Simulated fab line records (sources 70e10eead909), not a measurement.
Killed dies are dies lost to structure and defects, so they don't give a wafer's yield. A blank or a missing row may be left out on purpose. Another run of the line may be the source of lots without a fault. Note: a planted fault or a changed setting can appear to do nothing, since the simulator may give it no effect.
The tool behind it: which one?    flow nand-harc    12 lots, 36 wafers sampled, at 5 steps of a route of 1302

== WHAT THE GAUGES READ, wafer by wafer ==
NHARC_END_SORT_01.
lot   measured      on         killed-at-array  killed-at-other  killed-at-periphery  killed-dies  killed-open  killed-short
L222  day 31 15:01  prober-01  677 674 676      0 2 0            0 1 1                677 677 677  1 4 3        0 2 1
L223  day 32 03:08  prober-01  672 676 676      1 0 1            4 1 0                677 677 677  5 2 5        4 3 0

== WHAT TOOL EACH LOT RAN ON (gives the tool, then ch and the chambers of the sampled wafers, and finally the start) ==
lot   NHARC_A_STAIRCASE_ETCH_197                     NHARC_A_STAIRCASE_TRIM_198                     NHARC_A_STAIRCASE_TRIM_233          NHARC_A_STAIRCASE_STRIP_238
L205  rie-diel-11 ch 0,1,2, day 16 05:08 or earlier  rie-diel-11 ch 1,2,3, day 16 05:08 or earlier  rie-diel-11 ch 0,3, day 16 05:08    plasma-asher-02 ch 0,1, day 16 05:53
L204  rie-diel-03 ch 2,3, day 16 05:46 or earlier    rie-diel-03 ch 0,1,2, day 16 05:46 or earlier  rie-diel-11 ch 2,3, day 16 05:46    plasma-asher-02 ch 0,1, day 16 06:19
L206  rie-diel-03 ch 0,1,3, day 17 01:25 or earlier  rie-diel-03 ch 0,1, day 17 01:25 or earlier    rie-diel-03 ch 0,2,3, day 17 01:25  plasma-asher-01 ch 0,1, day 17 05:16
L210  rie-diel-04 ch 1,2,3, day 18 17:43 or earlier  rie-diel-04 ch 0,2,3, day 18 17:43 or earlier  rie-diel-11 ch 1,2, day 18 17:43    plasma-asher-01 ch 0,1, day 18 18:26
L211  rie-diel-03 ch 1,2,3, day 19 02:10 or earlier  rie-diel-03 ch 0,1,3, day 19 02:10 or earlier  rie-diel-04 ch 0,2,3, day 19 02:10  plasma-asher-02 ch 0,1, day 19 02:43
L216  rie-diel-11 ch 0,1,2, day 20 09:59 or earlier  rie-diel-11 ch 1,2,3, day 20 09:59 or earlier  rie-diel-04 ch 1,2,3, day 20 09:59  plasma-asher-02 ch 0,1, day 20 10:31
L220  rie-diel-11 ch 1,2,3, day 22 14:28 or earlier  rie-diel-11 ch 0,1,3, day 22 14:28 or earlier  rie-diel-11 ch 0,1,2, day 22 14:28  plasma-asher-02 ch 0,1, day 22 15:02
L222  rie-diel-04 ch 1,2, day 23 09:23 or earlier    rie-diel-04 ch 0,1,2, day 23 09:23 or earlier  rie-diel-03 ch 0,2,3, day 23 09:23  plasma-asher-02 ch 0,1, day 23 09:55
L223  rie-diel-04 ch 0,2,3, day 24 00:01 or earlier  rie-diel-04 ch 1,2,3, day 24 00:01 or earlier  rie-diel-11 ch 1,2,3, day 24 00:01  plasma-asher-01 ch 0,1, day 24 00:35
L225  rie-diel-04 ch 0,1,3, day 24 19:32 or earlier  rie-diel-04 ch 0,1,3, day 24 19:32 or earlier  rie-diel-03 ch 1,2,3, day 24 19:32  plasma-asher-01 ch 0,1, day 24 20:06
L226  rie-diel-04 ch 0,1,2, day 25 04:49 or earlier  rie-diel-04 ch 0,1,3, day 25 04:49 or earlier  rie-diel-11 ch 0,2,3, day 25 04:49  plasma-asher-01 ch 0,1, day 25 05:35
L227  rie-diel-04 ch 0,1, day 25 16:10 or earlier    rie-diel-04 ch 0,1, day 25 16:10 or earlier    rie-diel-11 ch 0,2,3, day 25 16:10  plasma-asher-02 ch 0,1, day 25 16:42
- NHARC_A_STAIRCASE_ETCH_197: etches the open film in C4F8/O2, target depth 100 nm, time 40.5 s.
- NHARC_A_STAIRCASE_TRIM_198: chemistry O2, time 211.2 s.
- NHARC_A_STAIRCASE_TRIM_233: chemistry O2, time 211.2 s.
- NHARC_A_STAIRCASE_STRIP_238: strips in O2.

== WHAT THE TOOLS THEMSELVES READ (means of the sampled wafers that have a number; where no wafer has one, the mark that the record gives instead) ==
NHARC_A_STAIRCASE_ETCH_197.
lot   tool         oes-product-au (a.u.)  rf-vpp-V (V)
L205  rie-diel-11  0.959                  891
L204  rie-diel-03  0.941                  897
L206  rie-diel-03  0.968                  899
L210  rie-diel-04  0.937                  897
L211  rie-diel-03  0.969                  893
L216  rie-diel-11  0.940                  891
L220  rie-diel-11  0.952                  893
L222  rie-diel-04  0.959                  898
L223  rie-diel-04  0.965                  902
L225  rie-diel-04  0.953                  905
L226  rie-diel-04  0.941                  900
L227  rie-diel-04  0.920                  903

NHARC_A_STAIRCASE_TRIM_198.
lot   tool         chamber-pressure-mTorr (mTorr)  drypump-motor-current-A (A)  oes-product-au (a.u.)  rf-vpp-V (V)  showerhead-plenum-p-Torr (Torr)  throttle-valve-pct (%)
L205  rie-diel-11  60.03                           5.7                          0.993                  58.3          3.48                             17.039
L204  rie-diel-03  60.04                           5.7                          1.007                  58.3          3.50                             17.035
L206  rie-diel-03  60.04                           5.4                          0.997                  58.3          3.55                             17.042
L210  rie-diel-04  60.03                           5.4                          0.991                  58.0          3.54                             17.038
L211  rie-diel-03  59.99                           5.7                          0.995                  57.3          3.60                             17.035
L216  rie-diel-11  60.00                           5.7                          1.004                  57.7          3.47                             17.033
L220  rie-diel-11  59.99                           5.6                          1.011                  56.3          3.43                             17.040
L222  rie-diel-04  59.97                           5.7                          1.003                  58.0          3.67                             17.043
L223  rie-diel-04  60.01                           5.6                          0.998                  58.2          3.68                             17.031
L225  rie-diel-04  59.98                           5.6                          0.988                  58.6          3.77                             17.043
L226  rie-diel-04  59.98                           5.6                          0.978                  58.5          3.77                             17.034
L227  rie-diel-04  59.94                           5.9                          0.982                  59.1          3.74                             17.046

NHARC_A_STAIRCASE_TRIM_233.
lot   tool         chamber-pressure-mTorr (mTorr)  drypump-motor-current-A (A)  oes-product-au (a.u.)  rf-vpp-V (V)  showerhead-plenum-p-Torr (Torr)  throttle-valve-pct (%)
L205  rie-diel-11  59.97                           5.4                          0.998                  57.1          3.42                             17.035
L204  rie-diel-11  60.04                           5.5                          0.993                  57.9          3.47                             17.041
L206  rie-diel-03  59.99                           6.0                          1.002                  57.4          3.56                             17.038
L210  rie-diel-11  60.02                           6.0                          1.008                  58.0          3.41                             17.053
L211  rie-diel-04  59.97                           5.4                          0.998                  57.6          3.54                             17.039
L216  rie-diel-04  59.96                           5.5                          0.999                  58.1          3.52                             17.035
L220  rie-diel-11  60.00                           5.8                          1.009                  58.4          3.36                             17.038
L222  rie-diel-03  -                               -                            -                      -             -                                -
L223  rie-diel-11  -                               -                            -                      -             -                                -
L225  rie-diel-03  60.01                           5.9                          0.999                  57.8          3.60                             17.036
L226  rie-diel-11  60.01                           5.5                          0.990                  57.7          3.41                             17.037
L227  rie-diel-11  59.98                           5.5                          1.001                  57.2          3.40                             17.035

NHARC_A_STAIRCASE_STRIP_238.
lot   tool             drypump-motor-current-A (A)  heater-power-w (W)
L205  plasma-asher-02  5.99                         323
L204  plasma-asher-02  6.01                         320
L206  plasma-asher-01  6.11                         345
L210  plasma-asher-01  6.11                         347
L211  plasma-asher-02  6.01                         320
L216  plasma-asher-02  5.92                         302
L220  plasma-asher-02  6.02                         335
L222  plasma-asher-02  6.00                         330
L223  plasma-asher-01  6.11                         343
L225  plasma-asher-01  6.10                         353
L226  plasma-asher-01  6.09                         346
L227  plasma-asher-02  6.03                         324

== THE ANSWER, worked out from the rows above alone ==
Rule: usual is defined by the lots themselves. Put in order of their means at a reading, lots are off if they are a third of the lots or fewer, leave a main group of 4 or more, and stand apart from it by a gap of 3 or more times the standard deviation of the main group's means; of several such gaps the widest counts. Not used: any main group whose means are identical at the precision the tables above print for the reading. Also off: a lot with no number at a reading for which 4 or more lots have one. All remaining lots with rows at the step are treated as sound. Order of review: gauges by route order, followed by the tools' own readings, for which a lot's mean as printed above is used. At the first step where some lot is off, the reading lying furthest off is the one used; lots without a number count as furthest.
Off: L222, L223, at NHARC_A_STAIRCASE_TRIM_233 (chamber-pressure-mTorr). Without a number there: L222, L223. For the main group the mean is 59.99 mTorr and the standard deviation 0.024.
If a tool, at that step or one of the process steps before it, ran each lot that is off and ran no sound lot following the first of them, it fits. NHARC_A_STAIRCASE_ETCH_197 gives no start for some lots, so the hours and the order of its lots are those of NHARC_A_STAIRCASE_TRIM_233. NHARC_A_STAIRCASE_TRIM_198 gives no start for some lots, so the hours and the order of its lots are those of NHARC_A_STAIRCASE_TRIM_233. None of those tried fits.

== WHAT HAD BEEN PUT IN BY THE SIMULATOR ==
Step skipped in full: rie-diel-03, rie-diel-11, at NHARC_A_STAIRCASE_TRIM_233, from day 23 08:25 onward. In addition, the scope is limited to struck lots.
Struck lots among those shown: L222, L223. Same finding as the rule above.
